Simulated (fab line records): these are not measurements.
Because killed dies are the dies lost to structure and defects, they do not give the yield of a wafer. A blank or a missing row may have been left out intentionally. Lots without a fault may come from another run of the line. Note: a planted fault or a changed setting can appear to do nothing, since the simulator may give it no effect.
Chamber matching || flow nand_harc || 4 sister chambers for NHARC_A_BONDPAD_CMP_29 on cmp-03
The step polishes SiCN, target thk 200 nm. 7 wafers are shown with their chamber, then 8 later ones without.

== EACH WAFER AND ITS CHAMBER ==
{"wafer": "L083.2", "chamber": 3, "motor_current_A (A)": 11.5, "retaining_ring_pressure_frac": 1.002}
{"wafer": "L083.3", "chamber": 1, "motor_current_A (A)": 12.7, "retaining_ring_pressure_frac": 1.001}
{"wafer": "L083.4", "chamber": 2, "motor_current_A (A)": 13.1, "retaining_ring_pressure_frac": 1.003}
{"wafer": "L091.1", "chamber": 0, "motor_current_A (A)": 11.6, "retaining_ring_pressure_frac": 1.004}
{"wafer": "L091.2", "chamber": 1, "motor_current_A (A)": 13.5, "retaining_ring_pressure_frac": 1.000}
{"wafer": "L091.3", "chamber": 3, "motor_current_A (A)": 11.8, "retaining_ring_pressure_frac": 1.001}
{"wafer": "L090.1", "chamber": 2, "motor_current_A (A)": 12.9, "retaining_ring_pressure_frac": 0.987}

== WAFERS WITHOUT THEIR CHAMBER ==
{"wafer": "L090.2", "motor_current_A (A)": 11.2, "retaining_ring_pressure_frac": 1.007}
{"wafer": "L090.6", "motor_current_A (A)": 13.0, "retaining_ring_pressure_frac": 1.000}
{"wafer": "L093.2", "motor_current_A (A)": 13.4, "retaining_ring_pressure_frac": 0.997}
{"wafer": "L093.3", "motor_current_A (A)": 13.2, "retaining_ring_pressure_frac": 0.998}
{"wafer": "L093.4", "motor_current_A (A)": 11.3, "retaining_ring_pressure_frac": 0.997}
{"wafer": "L097.1", "motor_current_A (A)": 12.9, "retaining_ring_pressure_frac": 0.999}
{"wafer": "L097.3", "motor_current_A (A)": 11.8, "retaining_ring_pressure_frac": 0.996}
{"wafer": "L097.4", "motor_current_A (A)": 11.8, "retaining_ring_pressure_frac": 1.005}

== EACH ONE'S CHAMBER ==
{"wafer": "L090.2", "from the rows above": "can't be placed: 0 or 3", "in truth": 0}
{"wafer": "L090.6", "from the rows above": "can't be placed: 1 or 2", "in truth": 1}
{"wafer": "L093.2", "from the rows above": "can't be placed: 1 or 2", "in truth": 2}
{"wafer": "L093.3", "from the rows above": "can't be placed: 1 or 2", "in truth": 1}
{"wafer": "L093.4", "from the rows above": "can't be placed: 3 or 0", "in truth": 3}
{"wafer": "L097.1", "from the rows above": "can't be placed: 1 or 2", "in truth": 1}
{"wafer": "L097.3", "from the rows above": "can't be placed: 3 or 0", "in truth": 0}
{"wafer": "L097.4", "from the rows above": "can't be placed: 0 or 3", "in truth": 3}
0 of 8 placed correctly. Not placeable from these rows: 8 (in 8, the candidates include the true chamber). Placed wrongly: 0.
How it was worked out, from the rows above alone: a wafer's distance from a chamber is the root of the sum, over the readings, of the square of ((its reading less the chamber's mean) divided by the reading's scatter). If the next closest chamber is less than 2 further off than the closest, the wafer can't be placed; otherwise it belongs to the closest. Each chamber's mean is taken over the wafers shown for it. The scatter: take each reading less its chamber's mean, square it, sum over the shown wafers, divide by the number of wafers less the number of chambers, and take the root.
